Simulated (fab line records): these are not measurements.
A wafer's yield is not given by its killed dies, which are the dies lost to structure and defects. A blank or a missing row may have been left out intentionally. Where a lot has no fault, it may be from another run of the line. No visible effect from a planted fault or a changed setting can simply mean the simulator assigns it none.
fab line records	flow nand-harc
[record] lots = 24	wafers = 72	last-day = 33
route steps=1302 shown A_M0@1156 A_M1@1189 A_BONDPAD@1203
lots with no fault: from the same line, run without faults
start-h: hours from the record's opening day to when the first of the lot's shown wafers began	wait-h: hours from the lot's prior step to this one	" repeats the value in the row above	L1.1+2: a single row standing in for several wafers	- either no value or no given start	* or withheld: withheld	< > ~ a bound
route shown NAME@n: names a module that has steps shown in the file, with the first one's number in the route	usual: mean/standard deviation of fault-free wafers	same: alike in all rows	chamber/n: place in a boat	sites: the reading at each site	_std_site: the values' standard deviation	_edge_site: inner sites' mean taken away from outer sites' mean	radius-mm: how far each site lies from the wafer's centre	mask NAME#n: copy n	behind: the last tool/chamber to shape the wafer	hold: what put the lot on hold/how long, in hours/how the hold closed	device: names the non-switching transistor (n, p or np)	end of line: the route-end tests of the same wafers	for a step that has no rows: nothing shown but its recipe	killed: dies lost to structure and defects at the first sort, not the wafer's yield	map: a wafer's dies, x killed, . not, _ none there
set.NAME: the setting as run; set.NAME@STEP: as run at that earlier step	model.NAME: the simulator's own value behind a step, which no gauge read
steps of the route over a sample of lots; a table a step, a row a wafer
services: a tool's chamber out of use, with start hour (start-h, from the record's first day; less than 0 if before it), hours out, and reason
[[steps]]
[step NHARC_A_M0_DEGAS_28]
[recipe] temp-c = 250	time-s = 60
[usual] heater-power-w = 333/36
lot.wafer	tool	chamber	start-h	wait-h	heater-power-w
L074.4	pvd-sputter-01	-	523.39	-	337
L074.2	"	-	"	"	366
L074.5	"	-	"	"	342
L075.2	pvd-sputter-03	-	524.18	-	377
L075.3	"	-	"	"	272
L075.6	"	-	"	"	377
L076.2	pvd-sputter-02	-	539.14	-	327
L076.1	"	-	"	"	427
L076.3	"	-	"	"	327
L077.1	pvd-sputter-01	-	557.95	-	308
L077.2	"	-	"	"	333
L077.5	"	-	"	"	326
L078.4	pvd-sputter-01	-	563.91	-	342
L078.3	"	-	"	"	321
L078.6	"	-	"	"	336
L080.1	pvd-sputter-01	-	570.27	-	301
L080.3	"	-	"	"	344
L080.5	"	-	"	"	346
L079.4	pvd-sputter-02	-	578.94	-	320
L079.3	"	-	"	"	429
L079.1	"	-	"	"	313
L081.3	pvd-sputter-01	-	604.29	-	300
L081.5	"	-	"	"	369
L081.6	"	-	"	"	318
L083.2	pvd-sputter-02	-	605.13	-	330
L083.4	"	-	"	"	278
L083.3	"	-	"	"	317
L082.4	pvd-sputter-01	-	613.43	-	342
L082.3	"	-	"	"	362
L082.6	"	-	"	"	352
L085.4	pvd-sputter-01	-	639.81	-	368
L085.1	"	-	"	"	348
L085.6	"	-	"	"	358
L084.1	pvd-sputter-03	-	640.84	-	321
L084.6	"	-	"	"	283
L084.5	"	-	"	"	328
L086.4	pvd-sputter-03	-	647.27	-	351
L086.3	"	-	"	"	324
L086.6	"	-	"	"	384
L087.3	pvd-sputter-03	-	653.29	-	319
L087.4	"	-	"	"	352
L087.6	"	-	"	"	285
L088.3	pvd-sputter-03	-	662.04	-	351
L088.2	"	-	"	"	321
L088.5	"	-	"	"	373
L089.3	pvd-sputter-01	-	663.08	-	358
L089.5	"	-	"	"	301
L089.6	"	-	"	"	345
L091.2	pvd-sputter-01	-	689.51	-	339
L091.6	"	-	"	"	337
L091.5	"	-	"	"	366
L090.2	pvd-sputter-01	-	696.43	-	301
L090.5	"	-	"	"	289
L090.6	"	-	"	"	340
L092.2	pvd-sputter-03	-	716.10	-	371
L092.4	"	-	"	"	273
L092.5	"	-	"	"	388
L093.1	pvd-sputter-02	-	719.65	-	341
L093.2	"	-	"	"	427
L093.5	"	-	"	"	329
L096.4	pvd-sputter-03	-	734.28	-	395
L096.2	"	-	"	"	280
L096.1	"	-	"	"	338
L095.4	pvd-sputter-01	-	735.97	-	304
L095.6	"	-	"	"	314
L095.5	"	-	"	"	292
L097.1	pvd-sputter-02	-	740.92	-	418
L097.3	"	-	"	"	332
L097.5	"	-	"	"	297
L094.1	pvd-sputter-02	-	742.99	-	309
L094.3	"	-	"	"	332
L094.5	"	-	"	"	306
[step NHARC_A_M0_ANNEAL_30]
[recipe] temp-c = 225	time-s = 90
[usual] wafer_temp_C_max = 225.92/0.24
lot.wafer	tool	chamber	start-h	wait-h	wafer_temp_C_max
L074.2	rtp-anneal-02	0	524.18	0.4	226.38
L074.4	"	0	"	"	225.88
L074.5	"	0	"	"	226.08
L075.2	rtp-anneal-01	0	524.96	-	226.06
L075.3	"	0	"	"	225.68
L075.6	"	0	"	"	225.86
L076.1	rtp-anneal-02	0	539.89	0.3	225.64
L076.2	"	0	"	"	225.63
L076.3	"	0	"	"	225.62
L077.1	rtp-anneal-02	0	558.68	-	225.91
L077.2	"	0	"	"	225.70
L077.5	"	0	"	"	225.87
L078.3	rtp-anneal-02	0	564.75	0.3	225.79
L078.4	"	0	"	"	225.69
L078.6	"	0	"	"	225.75
L080.1	rtp-anneal-01	0	571.00	-	225.97
L080.3	"	0	"	"	226.02
L080.5	"	0	"	"	226.15
L079.1	rtp-anneal-02	0	579.68	0.3	225.50
L079.3	"	0	"	"	225.73
L079.4	"	0	"	"	225.49
L081.3	rtp-anneal-01	0	605.13	-	226.22
L081.5	"	0	"	"	225.87
L081.6	"	0	"	"	226.20
L083.2	rtp-anneal-02	0	605.92	0.3	225.77
L083.3	"	0	"	"	225.66
L083.4	"	0	"	"	226.07
L082.3	rtp-anneal-02	0	614.26	-	226.00
L082.4	"	0	"	"	225.50
L082.6	"	0	"	"	225.73
L085.1	rtp-anneal-01	0	640.55	-	225.76
L085.4	"	0	"	"	225.98
L085.6	"	0	"	"	226.08
L084.1	rtp-anneal-02	0	641.74	0.3	225.83
L084.5	"	0	"	"	225.96
L084.6	"	0	"	"	225.96
L086.3	rtp-anneal-02	0	648.13	-	225.73
L086.4	"	0	"	"	226.32
L086.6	"	0	"	"	225.77
L087.3	rtp-anneal-01	0	654.12	0.3	226.04
L087.4	"	0	"	"	225.84
L087.6	"	0	"	"	225.96
L088.2	rtp-anneal-02	0	662.85	0.3	225.98
L088.3	"	0	"	"	226.36
L088.5	"	0	"	"	225.84
L089.3	rtp-anneal-02	0	663.92	0.3	225.90
L089.5	"	0	"	"	226.11
L089.6	"	0	"	"	225.84
L091.2	rtp-anneal-02	0	690.60	0.3	225.83
L091.5	"	0	"	"	225.85
L091.6	"	0	"	"	225.98
L090.2	rtp-anneal-01	0	697.22	-	225.73
L090.5	"	0	"	"	226.27
L090.6	"	0	"	"	225.79
L092.2	rtp-anneal-01	0	716.90	0.4	226.13
L092.4	"	0	"	"	225.74
L092.5	"	0	"	"	225.79
L093.1	rtp-anneal-02	0	720.38	-	225.84
L093.2	"	0	"	"	226.02
L093.5	"	0	"	"	225.65
L096.1	rtp-anneal-01	0	735.01	-	226.23
L096.2	"	0	"	"	225.94
L096.4	"	0	"	"	226.36
L095.4	rtp-anneal-01	0	736.88	-	226.43
L095.5	"	0	"	"	226.45
L095.6	"	0	"	"	226.10
L097.1	rtp-anneal-01	0	741.65	0.3	225.80
L097.3	"	0	"	"	226.06
L097.5	"	0	"	"	225.90
L094.1	rtp-anneal-02	0	743.94	-	225.67
L094.3	"	0	"	"	225.87
L094.5	"	0	"	"	225.90
[step NHARC_A_M1_DEGAS_29]
[recipe] temp-c = 250	time-s = 60
[usual] heater-power-w = 333/38
lot.wafer	tool	chamber	start-h	wait-h	heater-power-w
L074.4	pvd-sputter-03	-	527.54	-	320
L074.2	"	-	"	"	378
L074.5	"	-	"	"	313
L075.3	pvd-sputter-01	-	528.60	-	324
L075.2	"	-	"	"	345
L075.6	"	-	"	"	310
L076.1	pvd-sputter-03	-	543.34	-	275
L076.3	"	-	"	"	299
L076.2	"	-	"	"	336
L077.1	pvd-sputter-01	-	562.14	-	303
L077.2	"	-	"	"	336
L077.5	"	-	"	"	305
L078.3	pvd-sputter-02	-	567.94	-	284
L078.4	"	-	"	"	329
L078.6	"	-	"	"	435
L080.1	pvd-sputter-03	-	574.31	-	334
L080.3	"	-	"	"	277
L080.5	"	-	"	"	332
L079.3	pvd-sputter-03	-	583.10	-	327
L079.4	"	-	"	"	350
L079.1	"	-	"	"	383
L081.3	pvd-sputter-01	-	608.46	-	318
L081.6	"	-	"	"	311
L081.5	"	-	"	"	296
L083.3	pvd-sputter-02	-	609.30	-	419
L083.2	"	-	"	"	321
L083.4	"	-	"	"	333
L082.4	pvd-sputter-02	-	617.49	-	282
L082.3	"	-	"	"	427
L082.6	"	-	"	"	280
L085.1	pvd-sputter-03	-	644.01	-	280
L085.4	"	-	"	"	383
L085.6	"	-	"	"	284
L084.1	pvd-sputter-01	-	645.18	-	366
L084.6	"	-	"	"	319
L084.5	"	-	"	"	284
L086.4	pvd-sputter-03	-	651.46	-	385
L086.3	"	-	"	"	279
L086.6	"	-	"	"	319
L087.3	pvd-sputter-01	-	661.37	-	310
L087.4	"	-	"	"	294
L087.6	"	-	"	"	337
L088.3	pvd-sputter-02	-	666.22	-	301
L088.2	"	-	"	"	328
L088.5	"	-	"	"	411
L089.3	pvd-sputter-02	-	667.26	-	298
L089.6	"	-	"	"	298
L089.5	"	-	"	"	410
L091.2	pvd-sputter-01	-	693.86	-	294
L091.6	"	-	"	"	293
L091.5	"	-	"	"	346
L090.2	pvd-sputter-01	-	700.60	-	359
L090.6	"	-	"	"	297
L090.5	"	-	"	"	345
L092.4	pvd-sputter-03	-	720.15	-	388
L092.2	"	-	"	"	276
L092.5	"	-	"	"	334
L093.1	pvd-sputter-01	-	723.68	-	285
L093.2	"	-	"	"	364
L093.5	"	-	"	"	300
L096.4	pvd-sputter-02	-	738.41	-	326
L096.1	"	-	"	"	340
L096.2	"	-	"	"	299
L095.4	pvd-sputter-01	-	740.58	-	312
L095.5	"	-	"	"	314
L095.6	"	-	"	"	294
L097.1	pvd-sputter-02	-	745.07	-	326
L097.3	"	-	"	"	333
L097.5	"	-	"	"	416
L094.1	pvd-sputter-01	-	747.33	-	362
L094.3	"	-	"	"	291
L094.5	"	-	"	"	352
[step NHARC_A_M1_THK_MEAS_24]
[recipe] thk-meas-gauge = xrf
[usual] thk-nm = 154.1/1.5
lot.wafer	tool	chamber	start-h	wait-h	thk-nm
L074.2	film-metro-01	-	528.95	-	153.7
L074.4	"	-	"	"	152.4
L074.5	"	-	"	"	153.2
L075.2	film-metro-02	-	529.99	-	152.5
L075.3	"	-	"	"	153.5
L075.6	"	-	"	"	153.2
L076.1	film-metro-02	-	544.74	-	156.7
L076.2	"	-	"	"	154.2
L076.3	"	-	"	"	156.3
L077.1	film-metro-01	-	563.54	-	155.9
L077.2	"	-	"	"	154.7
L077.5	"	-	"	"	153.3
L078.3	film-metro-01	-	569.33	-	153.7
L078.4	"	-	"	"	154.2
L078.6	"	-	"	"	155.1
L080.1	film-metro-01	-	575.73	-	153.2
L080.3	"	-	"	"	154.7
L080.5	"	-	"	"	154.9
L079.1	film-metro-01	-	584.48	-	154.1
L079.3	"	-	"	"	154.8
L079.4	"	-	"	"	154.4
L081.3	film-metro-01	-	609.87	-	156.3
L081.5	"	-	"	"	155.3
L081.6	"	-	"	"	153.6
L083.2	film-metro-01	-	610.71	-	155.2
L083.3	"	-	"	"	157.1
L083.4	"	-	"	"	155.3
L082.3	film-metro-01	-	618.88	-	152.7
L082.4	"	-	"	"	155.4
L082.6	"	-	"	"	152.5
L085.1	film-metro-02	-	645.42	-	154.2
L085.4	"	-	"	"	153.2
L085.6	"	-	"	"	153.8
L084.1	film-metro-01	-	646.60	-	156.8
L084.5	"	-	"	"	156.6
L084.6	"	-	"	"	155.0
L086.3	film-metro-02	-	652.85	-	155.2
L086.4	"	-	"	"	152.2
L086.6	"	-	"	"	156.4
L087.3	film-metro-02	-	662.76	-	155.0
L087.4	"	-	"	"	154.1
L087.6	"	-	"	"	153.4
L088.2	film-metro-02	-	668.43	-	156.4
L088.3	"	-	"	"	153.7
L088.5	"	-	"	"	154.3
L089.3	film-metro-02	-	668.66	-	152.7
L089.5	"	-	"	"	151.8
L089.6	"	-	"	"	152.5
L091.2	film-metro-01	-	695.26	-	153.3
L091.5	"	-	"	"	154.5
L091.6	"	-	"	"	152.2
L090.2	film-metro-02	-	701.99	-	154.0
L090.5	"	-	"	"	151.6
L090.6	"	-	"	"	151.7
L092.2	film-metro-02	-	721.55	-	153.0
L092.4	"	-	"	"	154.4
L092.5	"	-	"	"	155.0
L093.1	film-metro-01	-	725.08	-	154.1
L093.2	"	-	"	"	156.2
L093.5	"	-	"	"	154.5
L096.1	film-metro-02	-	739.80	-	154.1
L096.2	"	-	"	"	154.8
L096.4	"	-	"	"	149.9
L095.4	film-metro-02	-	741.98	-	156.1
L095.5	"	-	"	"	154.9
L095.6	"	-	"	"	157.3
L097.1	film-metro-01	-	746.57	-	153.2
L097.3	"	-	"	"	153.6
L097.5	"	-	"	"	151.5
L094.1	film-metro-02	-	748.71	-	154.6
L094.3	"	-	"	"	154.1
L094.5	"	-	"	"	152.4
[step NHARC_A_M1_PRE_CLEAN_32]
[recipe] time-s = 12	temp-c = 370	rf-power-w = 300	gas = NH3
[usual] heater-power-w = 612/73
lot.wafer	tool	chamber	start-h	wait-h	heater-power-w
L074.2	pecvd-04	2	529.17	0.1	699
L074.5	"	2	"	"	683
L074.4	"	0	"	"	529
L075.3	pecvd-02	1	530.23	0.1	568
L075.2	"	2	"	"	564
L075.6	"	1	"	"	562
L076.1	pecvd-04	2	544.96	0.1	615
L076.2	"	0	"	"	616
L076.3	"	1	"	"	747
L077.1	pecvd-02	2	563.76	0.1	590
L077.2	"	2	"	"	594
L077.5	"	2	"	"	621
L078.3	pecvd-02	1	569.57	0.1	542
L078.6	"	1	"	"	529
L078.4	"	2	"	"	561
L080.1	pecvd-04	2	575.96	0.1	712
L080.3	"	0	"	"	622
L080.5	"	2	"	"	717
L079.3	pecvd-04	0	584.71	0.1	629
L079.1	"	1	"	"	746
L079.4	"	2	"	"	684
L081.3	pecvd-02	0	610.13	0.1	620
L081.5	"	1	"	"	555
L081.6	"	0	"	"	629
L083.3	pecvd-02	2	610.95	0.1	492
L083.2	"	0	"	"	643
L083.4	"	1	"	"	574
L082.3	pecvd-04	0	619.12	0.1	506
L082.4	"	0	"	"	524
L082.6	"	1	"	"	756
L085.1	pecvd-04	0	645.64	0.1	602
L085.4	"	0	"	"	599
L085.6	"	1	"	"	748
L084.1	pecvd-02	1	646.83	0.1	501
L084.5	"	1	"	"	512
L084.6	"	0	"	"	576
L086.3	pecvd-02	2	653.08	0.1	581
L086.4	"	2	"	"	571
L086.6	"	1	"	"	568
L087.3	pecvd-02	0	662.99	0.1	635
L087.6	"	0	"	"	629
L087.4	"	1	"	"	578
L088.2	pecvd-03	2	668.66	0.1	481
L088.3	"	1	"	"	595
L088.5	"	1	"	"	606
L089.3	pecvd-04	0	668.90	0.1	581
L089.5	"	2	"	"	747
L089.6	"	0	"	"	588
L091.2	pecvd-03	1	695.50	0.1	641
L091.6	"	0	"	"	572
L091.5	"	2	"	"	467
L090.2	pecvd-04	2	702.21	0.1	753
L090.5	"	2	"	"	738
L090.6	"	0	"	"	620
L092.2	pecvd-02	0	721.80	0.1	621
L092.5	"	2	"	"	590
L092.4	"	0	"	"	621
L093.1	pecvd-02	2	725.30	0.1	575
L093.2	"	1	"	"	518
L093.5	"	0	"	"	610
L096.2	pecvd-04	1	740.03	0.1	772
L096.1	"	0	"	"	623
L096.4	"	2	"	"	676
L095.5	pecvd-02	0	742.24	0.1	717
L095.4	"	1	"	"	547
L095.6	"	2	"	"	566
L097.3	pecvd-02	2	746.80	0.1	564
L097.1	"	0	"	"	587
L097.5	"	0	"	"	590
L094.1	pecvd-03	1	748.94	0.1	589
L094.3	"	2	"	"	466
L094.5	"	0	"	"	585
[step NHARC_A_BONDPAD_CMP_29]
[recipe] target-thk-nm = 200	material = SiCN
[usual] motor-current-A = 12.6/0.67
lot.wafer	tool	chamber	start-h	wait-h	motor-current-A
L074.2	cmp-03	0	530.33	-	12.4
L074.4	"	1	"	"	11.8
L074.5	"	0	"	"	13.5
L075.3	cmp-02	3	531.25	-	13.8
L075.2	"	0	"	"	11.9
L075.6	"	0	"	"	11.5
L076.3	cmp-02	0	546.03	-	12.5
L076.2	"	1	"	"	12.9
L076.1	"	2	"	"	13.0
L077.2	cmp-01	3	565.54	-	11.6
L077.1	"	0	"	"	12.4
L077.5	"	1	"	"	12.5
L078.4	cmp-01	0	570.59	-	13.4
L078.3	"	1	"	"	12.8
L078.6	"	1	"	"	12.5
L080.1	cmp-03	1	577.01	-	12.6
L080.3	"	2	"	"	13.2
L080.5	"	2	"	"	12.6
L079.3	cmp-03	2	585.74	-	12.4
L079.4	"	3	"	"	12.1
L079.1	"	0	"	"	13.5
L081.3	cmp-02	1	611.15	-	13.0
L081.5	"	1	"	"	12.4
L081.6	"	2	"	"	13.7
L083.2	cmp-03	1	612.02	-	11.9
L083.3	"	2	"	"	12.5
L083.4	"	3	"	"	11.4
L082.3	cmp-03	2	620.14	-	12.1
L082.4	"	0	"	"	12.3
L082.6	"	2	"	"	12.4
L085.4	cmp-02	2	646.68	-	13.7
L085.1	"	3	"	"	13.6
L085.6	"	3	"	"	13.9
L084.1	cmp-01	2	647.95	-	12.4
L084.6	"	3	"	"	12.4
L084.5	"	0	"	"	13.1
L086.3	cmp-02	1	654.11	-	12.3
L086.4	"	0	"	"	11.9
L086.6	"	2	"	"	13.7
L087.4	cmp-03	1	664.07	-	11.9
L087.3	"	2	"	"	11.7
L087.6	"	0	"	"	12.8
L088.3	cmp-02	3	669.70	-	13.7
L088.2	"	1	"	"	13.2
L088.5	"	0	"	"	12.3
L089.3	cmp-03	1	669.97	-	12.4
L089.5	"	3	"	"	11.8
L089.6	"	0	"	"	13.3
L091.2	cmp-03	3	696.52	-	12.0
L091.5	"	3	"	"	11.3
L091.6	"	0	"	"	12.5
L090.2	cmp-03	3	703.25	-	11.9
L090.5	"	3	"	"	12.4
L090.6	"	0	"	"	13.4
L092.4	cmp-03	1	722.83	-	11.9
L092.2	"	3	"	"	12.7
L092.5	"	0	"	"	13.4
L093.1	cmp-01	2	726.40	-	13.0
L093.2	"	3	"	"	11.7
L093.5	"	1	"	"	12.0
L096.4	cmp-03	2	741.08	-	12.6
L096.2	"	3	"	"	11.2
L096.1	"	1	"	"	12.4
L095.4	cmp-02	3	743.24	-	13.3
L095.5	"	3	"	"	13.6
L095.6	"	0	"	"	12.8
L097.3	cmp-01	0	747.86	-	13.2
L097.1	"	2	"	"	13.0
L097.5	"	3	"	"	11.9
L094.3	cmp-03	1	749.97	-	11.8
L094.1	"	3	"	"	11.8
L094.5	"	2	"	"	12.2
[[services]]
tool	chamber	start-h	hours	kind
cmp-02	-	515.14	0.3	repair
cmp-02	-	526.50	4.0	pm
cmp-03	-	540.96	0.5	repair
pecvd-02	0	545.78	22.0	repair
pecvd-02	1	551.98	4.4	repair
cmp-02	-	553.53	28.1	repair
cmp-03	-	554.00	4.0	pm
pvd-sputter-03	-	561.36	10.0	pm
cmp-03	-	571.65	4.2	repair
pvd-sputter-03	-	579.22	2.2	repair
pvd-sputter-01	-	582.00	10.0	pm
pecvd-02	-	589.43	13.0	pm
pvd-sputter-03	-	590.04	2.5	repair
pecvd-04	-	599.64	13.3	repair
cmp-03	-	623.95	6.7	repair
pecvd-04	-	631.34	13.0	pm
pvd-sputter-02	-	638.00	10.0	pm
cmp-03	-	652.00	4.0	pm
pvd-sputter-03	-	672.85	3.6	repair
pvd-sputter-02	-	678.02	1.4	repair
pvd-sputter-01	-	709.06	1.6	repair
pvd-sputter-03	-	724.30	5.8	repair
pvd-sputter-03	-	739.36	10.0	pm
rtp-anneal-02	-	744.25	12.0	pm
[[key]]
fault none
